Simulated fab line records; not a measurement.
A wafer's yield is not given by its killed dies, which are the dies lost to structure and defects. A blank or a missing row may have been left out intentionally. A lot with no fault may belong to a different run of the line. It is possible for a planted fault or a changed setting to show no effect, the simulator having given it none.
fab line records | flow nand_harc
record: lots: 6 | wafers: 18 | last_day: 32
route steps=1302 shown A_STAIRCASE@801 END@1302
lots that met no fault: from a run of the same line without faults
start_h: start of the lot's first displayed wafer, in hours after the record's first day | wait_h: hours from the lot's prior step to this one | " identical to the entry in the row above | L1.1+2: a single row standing in for several wafers | - value missing, or start not given | * or withheld: withheld | < > ~ a bound
route shown NAME@n: a module of which the file shows steps, and the number in the route of the first | usual: mean/standard deviation of fault-free wafers | same: alike in all rows | chamber/n: place in a boat | sites: the reading at each site | _std_site: standard deviation of those values | _edge_site: mean of outer sites minus mean of inner sites | radius_mm: how far each site lies from the wafer's centre | mask NAME#n: copy n | behind: the tool/chamber that last shaped the wafer | hold: the reason the lot was held/the length of the hold in hours/how it ended | device: the transistor (n, p or np) that didn't switch | end of line: tests run on the same wafers once the route is complete | a step given without rows: its recipe and nothing more | killed: dies that structure and defects cost at the first sort, which is not the same as the wafer's yield | map: a wafer's dies, marking killed ones x, the rest . and places with no die _
set.NAME: the setting as run; set.NAME@STEP: as run at that earlier step | model.NAME: the simulator's own value behind a step, which no gauge read
lots at selected steps of the route; one table per step, one row per wafer
services: a tool's chamber out of use, with start hour (start_h, from the record's first day; less than 0 if before it), hours out, and reason
== steps ==
step: NHARC_A_STAIRCASE_EBR_285
step: NHARC_A_STAIRCASE_EXPOSE_286
recipe: na: 0.5 | dose_mj: 25.01 | mask_id: CHOP_100
step: NHARC_A_STAIRCASE_PEB_287
recipe: peb_temp_c: 115 | peb_time_s: 130
step: NHARC_A_STAIRCASE_DEVELOP_288
recipe: time_s: 140
step: NHARC_A_STAIRCASE_HARDBAKE_290
recipe: temp_c: 120 | time_s: 140
step: NHARC_A_STAIRCASE_DESCUM_291
recipe: time_s: 3 | o2_flow_sccm: 200 | ar_flow_sccm: 0 | bias_power_w: 0 | chemistry: O2
usual: drypump_motor_current_A: 5.9/0.47 | oes_product_au: 0.999/0.0062 | rf_vpp_V: 57.7/0.85 | showerhead_plenum_p_Torr: 1.92/0.092 | throttle_valve_pct: 11.312/0.0078
lot.wafer | tool        | chamber | start_h | wait_h | drypump_motor_current_A | oes_product_au | rf_hours_counter_h | rf_vpp_V | showerhead_plenum_p_Torr | throttle_valve_pct
L285.2    | rie_diel-03 | 0       | 394.68  | -      | 6.0                     | 0.988          | 29                 | 57.3     | 1.92                     | 11.316
L285.5    | "           | 2       | "       | "      | 5.0                     | 0.995          | -                  | 56.3     | 1.87                     | 11.319
L285.6    | "           | 3       | "       | "      | 6.2                     | 0.998          | -                  | 58.3     | 1.90                     | 11.309
L295.2    | rie_diel-12 | 0       | 487.18  | -      | 6.2                     | 1.012          | 11                 | 58.1     | 1.84                     | 11.315
L295.4    | "           | 1       | "       | "      | 6.2                     | 1.001          | 13                 | 59.2     | 2.07                     | 11.307
L295.1    | "           | 2       | "       | "      | 6.3                     | 1.003          | 13                 | 58.9     | 1.88                     | 11.305
L294.1    | rie_diel-13 | 0       | 495.08  | -      | 6.0                     | 0.997          | 34                 | 58.0     | 1.92                     | 11.307
L294.2    | "           | 1       | "       | "      | 6.4                     | 1.001          | 33                 | 58.0     | 1.77                     | 11.330
L294.5    | "           | 3       | "       | "      | 6.6                     | 0.991          | -                  | 56.5     | 1.82                     | 11.311
L300.1    | rie_diel-13 | 3       | 535.69  | -      | 6.6                     | 0.996          | 3                  | 56.5     | 1.82                     | 11.315
L300.3    | "           | 2       | "       | "      | 6.0                     | 0.996          | 3                  | 57.6     | 1.91                     | 11.307
L300.6    | "           | 0       | "       | "      | 5.9                     | 1.004          | -                  | 58.9     | 1.91                     | 11.307
L299.1    | rie_diel-03 | 0       | 542.60  | -      | 6.0                     | 0.999          | 24                 | 58.4     | 1.90                     | 11.307
L299.2    | "           | 1       | "       | "      | 5.2                     | 1.002          | 28                 | 58.7     | 2.05                     | 11.320
L299.3    | "           | 2       | "       | "      | 5.0                     | 1.001          | 18                 | 57.6     | 1.86                     | 11.315
L306.4    | rie_diel-13 | 0       | 594.00  | -      | 6.0                     | 0.994          | 26                 | 56.0     | 1.91                     | 11.323
L306.1    | "           | 2       | "       | "      | 6.0                     | 1.003          | 22                 | 57.4     | 1.91                     | 11.309
L306.6    | "           | 3       | "       | "      | 6.6                     | 0.983          | -                  | 57.8     | 1.81                     | 11.309
step: NHARC_A_STAIRCASE_ETCH_292
recipe: cf4_flow_sccm: 100 | chf3_flow_sccm: 30 | ar_flow_sccm: 0 | rf_w: 500 | bias_w: 200 | chemistry: CF4/CHF3
usual: drypump_motor_current_A: 5.9/0.48 | oes_product_au: 0.934/0.018 | rf_vpp_V: 370.9/2.6 | showerhead_plenum_p_Torr: 1.58/0.072 | throttle_valve_pct: 16.802/0.0084
lot.wafer | tool        | chamber | start_h | wait_h | drypump_motor_current_A | oes_product_au | rf_hours_counter_h | rf_vpp_V | showerhead_plenum_p_Torr | throttle_valve_pct
L285.2    | rie_diel-03 | 0       | 394.78  | 0.1    | 6.0                     | 0.920          | 29                 | 370.8    | 1.58                     | 16.806
L285.5    | "           | 1       | "       | "      | 5.2                     | 0.932          | -                  | 375.1    | 1.69                     | 16.796
L285.6    | "           | 2       | "       | "      | 5.0                     | 0.911          | -                  | 370.0    | 1.54                     | 16.803
L295.2    | rie_diel-12 | 1       | 487.27  | 0.1    | 6.2                     | 0.919          | 13                 | 374.0    | 1.70                     | 16.790
L295.1    | "           | 2       | "       | "      | 6.3                     | 0.918          | 13                 | 368.0    | 1.55                     | 16.800
L295.4    | "           | 3       | "       | "      | 5.9                     | 0.923          | 11                 | 372.8    | 1.68                     | 16.805
L294.2    | rie_diel-13 | 2       | 495.16  | 0.1    | 5.9                     | 0.930          | 52                 | 370.1    | 1.57                     | 16.790
L294.1    | "           | 1       | "       | "      | 6.4                     | 0.922          | 33                 | 367.2    | 1.46                     | 16.805
L294.5    | "           | 2       | "       | "      | 6.0                     | 0.917          | -                  | 371.3    | 1.57                     | 16.795
L300.3    | rie_diel-13 | 1       | 535.77  | 0.1    | 6.4                     | 0.981          | 2                  | 374.7    | 1.70                     | 16.811
L300.1    | "           | 2       | "       | "      | 6.0                     | 0.983          | 3                  | 371.2    | 1.57                     | 16.802
L300.6    | "           | 2       | "       | "      | 6.0                     | 0.990          | -                  | 369.7    | 1.57                     | 16.812
L299.1    | rie_diel-03 | 0       | 542.71  | 0.1    | 6.0                     | 0.954          | 24                 | 370.2    | 1.56                     | 16.806
L299.2    | "           | 1       | "       | "      | 5.2                     | 0.946          | 28                 | 374.2    | 1.68                     | 16.817
L299.3    | "           | 2       | "       | "      | 5.0                     | 0.955          | 18                 | 369.3    | 1.53                     | 16.798
L306.4    | rie_diel-13 | 2       | 594.09  | 0.1    | 6.0                     | 0.971          | 22                 | 370.6    | 1.57                     | 16.794
L306.1    | "           | 3       | "       | "      | 6.6                     | 0.957          | 24                 | 368.9    | 1.49                     | 16.799
L306.6    | "           | 0       | "       | "      | 6.0                     | 0.969          | -                  | 370.4    | 1.57                     | 16.803
step: NHARC_A_STAIRCASE_HM_OPEN_460
recipe: o2_flow_sccm: 400 | cos_flow_sccm: 20 | ar_flow_sccm: 0 | rf_w: 500 | bias_w: 300 | chemistry: O2/COS
usual: drypump_motor_current_A: 6.0/0.47 | oes_product_au: 1.002/0.007 | rf_vpp_V: 468/3.1 | showerhead_plenum_p_Torr: 3.14/0.14 | throttle_valve_pct: 28.329/0.0088
lot.wafer | tool        | chamber | start_h | wait_h | drypump_motor_current_A | oes_product_au | rf_hours_counter_h | rf_vpp_V | showerhead_plenum_p_Torr | throttle_valve_pct
L285.2    | rie_diel-03 | 3       | -       | -      | 6.2                     | 0.996          | 30                 | 466      | 3.11                     | 28.340
L285.6    | "           | 0       | "       | "      | 6.0                     | 1.007          | -                  | 467      | 3.13                     | 28.342
L285.5    | "           | 1       | "       | "      | 5.2                     | 0.998          | -                  | 472      | 3.36                     | 28.309
L295.1    | rie_diel-12 | 1       | -       | -      | 6.3                     | 1.005          | 13                 | 473      | 3.37                     | 28.320
L295.4    | "           | 2       | "       | "      | 6.3                     | 0.998          | 13                 | 469      | 3.07                     | 28.348
L295.2    | "           | 3       | "       | "      | 5.9                     | 1.013          | 11                 | 472      | 3.33                     | 28.332
L294.1    | rie_diel-13 | 3       | -       | -      | 6.6                     | 0.985          | 51                 | 465      | 2.98                     | 28.347
L294.2    | "           | 2       | "       | "      | 6.0                     | 0.984          | 52                 | 467      | 3.12                     | 28.317
L294.5    | "           | 0       | "       | "      | 6.0                     | 0.991          | -                  | 468      | 3.13                     | 28.335
L300.3    | rie_diel-13 | 3       | -       | -      | 6.6                     | 0.997          | 3                  | 465      | 2.97                     | 28.327
L300.1    | "           | 2       | "       | "      | 6.0                     | 1.005          | 3                  | 466      | 3.12                     | 28.324
L300.6    | "           | 0       | "       | "      | 6.0                     | 1.001          | -                  | 467      | 3.12                     | 28.330
L299.1    | rie_diel-03 | 1       | -       | -      | 5.2                     | 0.989          | 29                 | 471      | 3.33                     | 28.330
L299.2    | "           | 2       | "       | "      | 5.0                     | 1.002          | 18                 | 465      | 3.04                     | 28.339
L299.3    | "           | 3       | "       | "      | 6.2                     | 1.001          | 31                 | 466      | 3.08                     | 28.334
L306.4    | rie_diel-13 | 0       | -       | -      | 6.0                     | 0.998          | 26                 | 467      | 3.11                     | 28.329
L306.1    | "           | 2       | "       | "      | 6.0                     | 1.002          | 22                 | 467      | 3.11                     | 28.314
L306.6    | "           | 0       | "       | "      | 6.0                     | 1.003          | -                  | 467      | 3.11                     | 28.326
step: NHARC_A_STAIRCASE_STRIP_461
recipe: o2_flow_sccm: 400 | cos_flow_sccm: 20 | ar_flow_sccm: 0 | bias_w: 0 | chemistry: O2/COS
step: NHARC_A_STAIRCASE_ETCH_452
recipe: target_depth_a: 300 | overetch_a: 30 | time_s: 16.5 | ion_energy_ev: 100 | cf4_flow_sccm: 80 | o2_flow_sccm: 20 | ar_flow_sccm: 0 | rf_w: 300 | bias_w: 100 | chemistry: CF4/O2
usual: drypump_motor_current_A: 5.9/0.48 | oes_f_703_au: 1.001/0.0047 | oes_product_au: 1.000/0.0066 | rf_vpp_V: 198.1/1.7 | showerhead_plenum_p_Torr: 1.34/0.063 | throttle_valve_pct: 13.397/0.0092
lot.wafer | tool        | chamber | start_h | wait_h | drypump_motor_current_A | oes_f_703_au | oes_product_au | rf_hours_counter_h | rf_vpp_V | showerhead_plenum_p_Torr | throttle_valve_pct
L285.2    | rie_diel-03 | 3       | -       | -      | 6.2                     | 0.998        | 1.006          | 30                 | 198.2    | 1.33                     | 13.395
L285.6    | "           | 1       | "       | "      | 5.2                     | 0.998        | 1.007          | -                  | 201.6    | 1.44                     | 13.394
L285.5    | "           | 2       | "       | "      | 5.0                     | 1.000        | 0.996          | -                  | 196.8    | 1.31                     | 13.401
L295.1    | rie_diel-12 | 0       | -       | -      | 6.2                     | 1.007        | 0.995          | 11                 | 196.5    | 1.29                     | 13.407
L295.2    | "           | 2       | "       | "      | 6.3                     | 0.999        | 0.992          | 13                 | 197.4    | 1.31                     | 13.385
L295.4    | "           | 3       | "       | "      | 5.9                     | 0.997        | 0.994          | 11                 | 201.3    | 1.43                     | 13.392
L294.1    | rie_diel-13 | 2       | -       | -      | 6.0                     | 0.997        | 0.991          | 52                 | 197.0    | 1.34                     | 13.408
L294.2    | "           | 1       | "       | "      | 6.4                     | 1.000        | 1.002          | 33                 | 196.8    | 1.24                     | 13.393
L294.5    | "           | 2       | "       | "      | 6.0                     | 0.997        | 0.994          | -                  | 198.4    | 1.34                     | 13.398
L300.3    | rie_diel-13 | 1       | -       | -      | 6.4                     | 0.996        | 1.009          | 2                  | 201.1    | 1.45                     | 13.393
L300.1    | "           | 2       | "       | "      | 6.0                     | 0.995        | 1.005          | 3                  | 198.9    | 1.33                     | 13.396
L300.6    | "           | 1       | "       | "      | 6.4                     | 1.002        | 1.014          | -                  | 198.5    | 1.45                     | 13.408
L299.1    | rie_diel-03 | 2       | -       | -      | 5.0                     | 1.001        | 1.005          | 18                 | 196.9    | 1.30                     | 13.399
L299.3    | "           | 3       | "       | "      | 6.1                     | 1.003        | 0.996          | 31                 | 195.7    | 1.32                     | 13.391
L299.2    | "           | 0       | "       | "      | 6.0                     | 1.010        | 1.000          | 24                 | 196.3    | 1.33                     | 13.413
L306.4    | rie_diel-13 | 2       | -       | -      | 6.0                     | 1.013        | 0.999          | 22                 | 197.6    | 1.33                     | 13.401
L306.1    | "           | 3       | "       | "      | 6.6                     | 1.002        | 0.997          | 24                 | 197.5    | 1.26                     | 13.389
L306.6    | "           | 2       | "       | "      | 6.0                     | 1.000        | 1.007          | -                  | 199.4    | 1.33                     | 13.396
step: NHARC_A_STAIRCASE_ETCH_294
recipe: target_depth_a: 49890 | time_s: 1211.6 | ion_energy_ev: 800 | c4f8_flow_sccm: 80 | o2_flow_sccm: 60 | ar_flow_sccm: withheld | rf_w: 600 | bias_w: 3000 | chemistry: C4F8/O2/Ar
usual: oes_product_au: 0.934/0.01 | rf_vpp_V: 1828/12
lot.wafer | tool        | chamber | start_h | wait_h | oes_product_au | rf_hours_counter_h | rf_vpp_V
L285.2    | rie_diel-03 | 2       | -       | -      | 0.932          | 30                 | 1821
L285.5    | "           | 1       | "       | "      | 0.930          | -                  | 1847
L285.6    | "           | 2       | "       | "      | 0.939          | -                  | 1821
L295.4    | rie_diel-12 | 1       | -       | -      | 0.926          | 13                 | 1847
L295.2    | "           | 2       | "       | "      | 0.938          | 13                 | 1824
L295.1    | "           | 3       | "       | "      | 0.933          | 11                 | 1844
L294.2    | rie_diel-13 | 1       | -       | -      | 0.926          | 33                 | 1808
L294.1    | "           | 2       | "       | "      | 0.943          | 52                 | 1828
L294.5    | "           | 1       | "       | "      | 0.931          | -                  | 1808
L300.3    | rie_diel-13 | 3       | -       | -      | 0.925          | 3                  | 1815
L300.1    | "           | 1       | "       | "      | 0.958          | 2                  | 1847
L300.6    | "           | 0       | "       | "      | 0.948          | -                  | 1828
L299.2    | rie_diel-03 | 2       | -       | -      | 0.954          | 18                 | 1819
L299.3    | "           | 0       | "       | "      | 0.938          | 24                 | 1826
L299.1    | "           | 1       | "       | "      | 0.951          | 29                 | 1844
L306.4    | rie_diel-13 | 2       | -       | -      | 0.957          | 23                 | 1826
L306.1    | "           | 3       | "       | "      | 0.929          | 24                 | 1813
L306.6    | "           | 0       | "       | "      | 0.944          | -                  | 1827
step: NHARC_A_STAIRCASE_STRIP_295
recipe: o2_flow_sccm: 500 | ar_flow_sccm: 0 | bias_w: 0 | chemistry: O2
usual: bias_w: 0/0 | chamber_pressure_mTorr: 60.00/0.061 | drypump_motor_current_A: 5.9/0.47 | oes_product_au: 1.001/0.0061 | rf_vpp_V: 57.8/0.9 | showerhead_plenum_p_Torr: 3.54/0.16 | throttle_valve_pct: 17.036/0.0094
lot.wafer | tool        | chamber | start_h | wait_h | bias_w | chamber_pressure_mTorr | drypump_motor_current_A | oes_product_au | rf_hours_counter_h | rf_vpp_V | showerhead_plenum_p_Torr | throttle_valve_pct
L285.2    | rie_diel-03 | 2       | 396.12  | -      | 0      | 59.99                  | 5.0                     | 0.996          | 31                 | 58.0     | 3.46                     | 17.029
L285.6    | "           | 0       | "       | "      | 0      | 59.99                  | 6.0                     | 1.002          | -                  | 56.0     | 3.54                     | 17.046
L285.5    | "           | 1       | "       | "      | 0      | 59.96                  | 5.2                     | 1.009          | -                  | 58.7     | 3.79                     | 17.029
L295.1    | rie_diel-12 | 0       | 488.59  | -      | -      | -                      | -                       | -              | -                  | -        | -                        | -
L295.2    | "           | 1       | "       | "      | -      | -                      | -                       | -              | -                  | -        | -                        | -
L295.4    | "           | 2       | "       | "      | -      | -                      | -                       | -              | -                  | -        | -                        | -
L294.1    | rie_diel-13 | 2       | 496.50  | -      | -      | -                      | -                       | -              | -                  | -        | -                        | -
L294.2    | "           | 0       | "       | "      | -      | -                      | -                       | -              | -                  | -        | -                        | -
L294.5    | "           | 1       | "       | "      | -      | -                      | -                       | -              | -                  | -        | -                        | -
L300.3    | rie_diel-13 | 3       | 537.10  | -      | 0      | 60.06                  | 6.6                     | 0.990          | 3                  | 55.4     | 3.36                     | 17.030
L300.1    | "           | 1       | "       | "      | 0      | 60.04                  | 6.4                     | 1.001          | 2                  | 57.5     | 3.81                     | 17.034
L300.6    | "           | 3       | "       | "      | 0      | 59.99                  | 6.6                     | 0.997          | -                  | 58.2     | 3.36                     | 17.035
L299.2    | rie_diel-03 | 0       | 544.59  | -      | 0      | 59.96                  | 6.0                     | 0.996          | 24                 | 57.7     | 3.51                     | 17.032
L299.1    | "           | 2       | "       | "      | 0      | 59.95                  | 5.0                     | 0.998          | 19                 | 57.9     | 3.44                     | 17.032
L299.3    | "           | 3       | "       | "      | 0      | 59.93                  | 6.2                     | 1.003          | 32                 | 58.5     | 3.48                     | 17.034
L306.1    | rie_diel-13 | 2       | 595.40  | -      | 0      | 60.01                  | 6.0                     | 0.995          | 23                 | 58.4     | 3.51                     | 17.021
L306.4    | "           | 0       | "       | "      | 0      | 60.04                  | 6.0                     | 1.001          | 27                 | 57.1     | 3.52                     | 17.030
L306.6    | "           | 2       | "       | "      | 0      | 60.03                  | 6.0                     | 1.005          | -                  | 58.1     | 3.51                     | 17.029
step: NHARC_A_STAIRCASE_STRIP_296
recipe: time_s: 900 | temp_c: 130 | chemistry: SPM
step: NHARC_END_SORT_01
recipe: temp_c: 25
usual: killed_at_array: 51/17 | killed_at_other: 1.6/2.1 | killed_at_periphery: 4/3.2 | killed_dies: 57/18 | killed_open: 2.9/1.7 | killed_short: 2.3/1.3
same: gross_dies: 677
lot.wafer | tool      | chamber | start_h | wait_h | killed_at_array | killed_at_other | killed_at_periphery | killed_dies | killed_open | killed_short
L285.2    | prober-02 | 0       | 575.89  | 2.8    | 33              | 2               | 4                   | 39          | 2           | 1
L285.5    | prober-02 | 0       | 578.30  | 3.7    | 48              | 1               | 6                   | 55          | 7           | 4
L285.6    | prober-02 | 0       | 579.10  | 4.0    | 30              | 3               | 1                   | 34          | 2           | 1
L294.1    | prober-01 | 0       | 683.60  | 2.5    | 27              | 0               | 4                   | 31          | 0           | 2
L294.5    | prober-01 | 0       | 686.83  | 3.7    | 21              | 0               | 2                   | 23          | 1           | 1
L300.1    | prober-02 | 0       | 715.24  | 2.5    | 67              | 3               | 1                   | 71          | 4           | 1
L300.3    | prober-02 | 0       | 716.87  | 3.1    | 60              | 3               | 0                   | 63          | 0           | 2
L300.6    | prober-02 | 0       | 719.32  | 4.1    | 59              | 0               | 2                   | 61          | 2           | 3
L306.1    | prober-01 | 0       | 772.48  | 2.5    | 36              | 2               | 7                   | 45          | 4           | 3
L306.4    | prober-01 | 0       | 774.86  | 3.4    | 31              | 1               | 7                   | 39          | 2           | 2
L306.6    | prober-01 | 0       | 776.44  | 4.0    | 34              | 2               | 7                   | 43          | 3           | 3
killed by level:class
L285.2 A_SLIT:chamber_film_flake=20 A_CHANNEL_HOLE_D2:chamber_film_flake=6 A_CONTACT:chamber_film_flake=3 P_ZERO_WELL:chamber_film_flake=2 A_STAIRCASE:chamber_film_flake=2 THIN_TSV:chamber_film_flake=2 P_M0:geometric_particle:short=1 A_CHANNEL_FILL_D1:geometric_particle:open=1
L285.5 A_SLIT:chamber_film_flake=22 A_CHANNEL_HOLE_D2:chamber_film_flake=7 A_DECK1_JOINT:chamber_film_flake=5 A_CHANNEL_HOLE_D1:chamber_film_flake=3 A_CONTACT:chamber_film_flake=3 P_M2:geometric_particle:open=2 A_CHANNEL_FILL_D2:geometric_particle:short=2 P_STI:geometric_particle:open=1
L285.6 A_SLIT:chamber_film_flake=20 THIN_TSV:chamber_film_flake=3 A_CHANNEL_HOLE_D2:chamber_film_flake=2 A_STAIRCASE:chamber_film_flake=2 A_CONTACT:chamber_film_flake=2 A_DECK1_JOINT:geometric_particle:open=1 A_M0:geometric_particle:open=1 A_M0:geometric_particle:short=1
L294.1 A_CHANNEL_HOLE_D1:chamber_film_flake=8 A_CONTACT:chamber_film_flake=7 A_CHANNEL_HOLE_D2:chamber_film_flake=3 A_SLIT:chamber_film_flake=3 P_ZERO_WELL:chamber_film_flake=2 A_ZERO_WELL:chamber_film_flake=2 A_CHANNEL_FILL_D1:geometric_particle:short=1 A_SGD_CUT:geometric_particle:short=1
L294.5 A_CONTACT:chamber_film_flake=10 A_CHANNEL_HOLE_D1:chamber_film_flake=4 A_DECK1_JOINT:chamber_film_flake=2 A_BLC:chamber_film_flake=2 A_SGD_CUT:geometric_particle:short=1 A_BLC:geometric_particle:open=1 P_M1:chamber_film_flake=1 P_M2:chamber_film_flake=1
L300.1 A_CHANNEL_HOLE_D1:chamber_film_flake=33 A_SLIT:chamber_film_flake=24 A_CHANNEL_FILL_D2:chamber_film_flake=3 A_CONTACT:chamber_film_flake=2 THIN_TSV:chamber_film_flake=2 P_GATE:geometric_particle:open=1 A_CHANNEL_FILL_D2:geometric_particle:open=1 A_BLC:geometric_particle:open=1
L300.3 A_CHANNEL_HOLE_D1:chamber_film_flake=25 A_SLIT:chamber_film_flake=24 A_CONTACT:chamber_film_flake=5 THIN_TSV:chamber_film_flake=3 A_SOURCE_PLATE:geometric_particle:short=1 A_CHANNEL_FILL_D2:geometric_particle:short=1 A_ZERO_WELL:chamber_film_flake=1 A_CHANNEL_FILL_D2:chamber_film_flake=1
L300.6 A_CHANNEL_HOLE_D1:chamber_film_flake=30 A_SLIT:chamber_film_flake=22 A_CONTACT:chamber_film_flake=2 P_M0:geometric_particle:short=1 P_M1:geometric_particle:short=1 A_CHANNEL_FILL_D1:geometric_particle:open=1 A_WL_FILL:geometric_particle:short=1 A_M0:geometric_particle:open=1
L306.1 A_CHANNEL_HOLE_D1:chamber_film_flake=13 A_SLIT:chamber_film_flake=7 P_STI:chamber_film_flake=4 A_CONTACT:chamber_film_flake=4 A_STAIRCASE:chamber_film_flake=3 A_BLC:geometric_particle:open=2 A_WL_FILL:chamber_film_flake=2 A_M1:chamber_film_flake=2
L306.4 A_CHANNEL_HOLE_D1:chamber_film_flake=13 P_STI:chamber_film_flake=6 A_SLIT:chamber_film_flake=5 A_STAIRCASE:chamber_film_flake=3 A_CHANNEL_FILL_D2:chamber_film_flake=2 A_M1:chamber_film_flake=2 P_M0:geometric_particle:open=1 A_CHANNEL_FILL_D1:geometric_particle:short=1
L306.6 A_CHANNEL_HOLE_D1:chamber_film_flake=12 P_STI:chamber_film_flake=5 A_STAIRCASE:chamber_film_flake=4 A_SLIT:chamber_film_flake=4 A_M1:chamber_film_flake=4 A_CHANNEL_FILL_D2:chamber_film_flake=3 THIN_TSV:chamber_film_flake=2 P_M0:geometric_particle:open=1
== services ==
tool        | chamber | start_h | hours | kind
rie_diel-13 | 0       | 375.58  | -     | clean
rie_diel-13 | 1       | 375.58  | -     | clean
rie_diel-13 | 2       | 375.58  | -     | clean
rie_diel-13 | 3       | 375.58  | -     | clean
rie_diel-13 | 1       | 377.44  | 22.5  | repair
rie_diel-13 | 0       | 393.35  | 49.3  | repair
rie_diel-13 | 1       | 400.08  | -     | clean
rie_diel-13 | 2       | 400.08  | -     | clean
rie_diel-13 | 3       | 400.08  | -     | clean
rie_diel-13 | 1       | 424.59  | -     | clean
rie_diel-13 | 2       | 424.59  | -     | clean
rie_diel-13 | 3       | 424.59  | -     | clean
rie_diel-13 | 1       | 441.15  | 3.3   | repair
rie_diel-12 | -       | 446.18  | 9.0   | pm
rie_diel-13 | 1       | 448.55  | 5.9   | repair
rie_diel-13 | 0       | 449.09  | -     | clean
rie_diel-13 | 2       | 449.09  | -     | clean
rie_diel-13 | 3       | 449.09  | -     | clean
rie_diel-03 | -       | 458.33  | 9.0   | pm
rie_diel-12 | -       | 488.80  | 1.9   | repair
rie_diel-12 | 2       | 505.50  | 4.2   | repair
rie_diel-13 | -       | 519.08  | 9.0   | pm
rie_diel-03 | 1       | 519.91  | 10.9  | repair
rie_diel-03 | 3       | 561.84  | 2.6   | repair
== key ==
first_sign: step: NHARC_A_STAIRCASE_STRIP_295 | reading: tool_record | direction: missing
effect none on later readings
met_at NHARC_A_STAIRCASE_STRIP_295
struck_wafers L294.1,L294.2,L294.5,L295.1,L295.2,L295.4
rows_end L294.2
tester_left_out L294,L295
fault: kind: skipped_step_whole | tool: rie_diel-12,rie_diel-13 | chamber: - | onset_h: 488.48 | steps: NHARC_A_STAIRCASE_STRIP_295 | scope: struck_lots_only
tester_left_out: of these lots the tester's yield and bins aren't shown, on N5 and GAA mostly nor the transistor test; their killed dies are dies lost to structure and defects alone, not to doping, threshold or leakage, so they don't give the yield
rows_end: these wafers met a further fault down the route, and their rows from its step on are left out
